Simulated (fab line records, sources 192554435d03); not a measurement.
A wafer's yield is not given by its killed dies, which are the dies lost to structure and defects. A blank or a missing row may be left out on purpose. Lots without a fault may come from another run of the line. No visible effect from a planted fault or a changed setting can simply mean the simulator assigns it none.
8D (eight disciplines) problem report, filled in by code / flow n5-finfet / the parts of the form that need people (team, actions taken, sign-off) are left out

== 1. THE PROBLEM ==
Wafers with no fault read 49.99 rpm with a standard deviation of 0.032, whereas platen-rpm at N5_BEOL_M11_CMP_52 reads a mean of 47.97 rpm on 1 wafer of 1 lot. Relative to the usual mean, that is a shift of -63 standard deviations.
The step: polishes, stops on SiCOH lowk, t overpolish 7 s, target thk 140 nm.
First seen on wafer L146.2, day 14 19:56, on cmp-02. The record holds 36 wafers of 13 lots with a number at this step. Rule for "out", or "out of limits": more than 4 standard deviations from the usual mean. The other wafers with a number count as sound.

== 2. WHAT IT IS, AND WHAT IT ISN'T ==
question=which readings at this step | is=platen-rpm | is not=motor-current-A, overpolish-run-s, time-to-endpoint-s
question=which lots | is=L146 | is not=L130, L132, L133, L135, L137, L138, L140, L141, L143, L144, L152, L153
question=which wafers of those lots | is=all that have a number | is not=-
question=read on which tools | is=cmp-02 | is not=cmp-01, cmp-03
question=when | is=from day 14 19:56 | is not=up to then (27 sound wafers); but 8 sound wafers of L137, L152, L153 came after

== 3. WHAT RULES OUT EACH SUSPECT ==
Counting: a tool at any process step up to the reading remains a suspect when it ran all the lots that are out and ran no sound lot after the first of those.
- rie-diel-01 at N5_BEOL_M11_STRIP_36 (strips in N2/H2): ruled out as a lasting fault. After its first lot that is out, L146 (day 14 16:44), sound lots L152, L137, L153 ran on it.
- pvd-sputter-03 at N5_BEOL_M11_SPUTTER_48 (material Cu, target thk 12 nm, time 2 s): kept. It ran the lot that is out, L146 (day 14 18:42), and no sound lot after that; its last sound lot up to then is L138 (day 13 22:14).
- cmp-02 at N5_BEOL_M11_CMP_52 (polishes, stops on SiCOH lowk, t overpolish 7 s, target thk 140 nm): kept. It ran the lot that is out, L146 (day 14 19:56), and no sound lot after that; its last sound lot up to then is L144 (day 14 10:29). Out on those wafers are its own readings of platen-rpm.
After counting, pvd-sputter-03 at N5_BEOL_M11_SPUTTER_48 and cmp-02 at N5_BEOL_M11_CMP_52 remain.

== 4. THE CAUSE (what the simulator had put in) ==
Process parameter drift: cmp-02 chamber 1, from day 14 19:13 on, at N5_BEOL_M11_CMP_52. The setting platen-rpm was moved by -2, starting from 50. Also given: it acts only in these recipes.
After counting, 2 suspects remain, this tool included.

== 5. SEQUENCE OF EFFECTS, ordered by route ==
One row per reading whose mean, taken over the struck wafers that have a number, lies over 3 standard deviations from the usual. Only readings whose record carries a usual standard deviation are examined. hours: median over the lots of the time between each lot's start at the first step of this table that gives one and its start at this step. sigmas: the change, counted in usual standard deviations.
hours=0; step=N5_BEOL_M11_CMP_52; reading=platen-rpm; usual=49.99 rpm; on struck wafers=47.97; change=-2.02; sigmas=-63
Process steps it contains:
- N5_BEOL_M11_CMP_52: polishes, stops on SiCOH lowk, t overpolish 7 s, target thk 140 nm.

== 6. WHAT WOULD HAVE CAUGHT IT SOONER ==
In this record the first reading out of limits was taken at day 14 19:56, 1 hour after the fault began at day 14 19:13.
